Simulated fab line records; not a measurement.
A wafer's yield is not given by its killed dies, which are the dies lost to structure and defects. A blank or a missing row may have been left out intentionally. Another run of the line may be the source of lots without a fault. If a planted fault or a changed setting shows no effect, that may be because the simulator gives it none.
Matching of chambers -- flow n5Finfet -- N5_BEOL_M7_VIA_ETCH_34 on rieDiel-06: 4 sister chambers
The step etches SiCOH lowk in C4F6/O2, target depth 125.5 nm, time 50.5 s. 8 wafers are shown with their chamber, then 12 later ones without.

== EACH WAFER AND ITS CHAMBER ==
wafer,chamber,drypumpMotorCurrentA (A),showerheadPlenumPTorr (Torr)
L082.1,0,5.6,2.83
L082.3,3,6.5,2.90
L085.1,3,6.4,2.89
L090.4,2,5.9,2.98
L090.6,1,6.0,2.95
L089.1,1,6.0,2.95
L089.3,2,5.9,2.98
L089.6,0,5.6,2.83

== WAFERS WITH NO CHAMBER GIVEN ==
wafer,drypumpMotorCurrentA (A),showerheadPlenumPTorr (Torr)
L092.1,6.0,2.95
L092.2,5.6,2.83
L092.4,5.9,2.98
L094.4,6.5,2.88
L094.5,5.9,2.98
L094.6,6.0,2.95
L096.1,6.0,2.95
L096.5,5.9,2.97
L096.6,6.0,2.95
L097.1,5.9,2.97
L097.2,6.0,2.95
L097.6,6.0,2.95

== EACH ONE'S CHAMBER ==
wafer,from the rows above,in truth
L092.1,1,1
L092.2,0,0
L092.4,2,2
L094.4,3,3
L094.5,2,2
L094.6,1,1
L096.1,1,1
L096.5,2,2
L096.6,1,1
L097.1,2,2
L097.2,1,1
L097.6,1,1
Correct placement for 12 of the 12. From these rows, 0 cannot be placed. 0 placed wrongly.
How it was worked out, from the rows above alone: a wafer's distance from a chamber is the root of the sum, over the readings, of the square of ((its reading less the chamber's mean) divided by the reading's scatter). The wafer belongs to the nearest chamber; if the next one is less than 2 further off, it can't be placed. The mean given for a chamber averages the wafers shown for that chamber. The scatter: take each reading less its chamber's mean, square it, sum over the shown wafers, divide by the number of wafers less the number of chambers, and take the root.
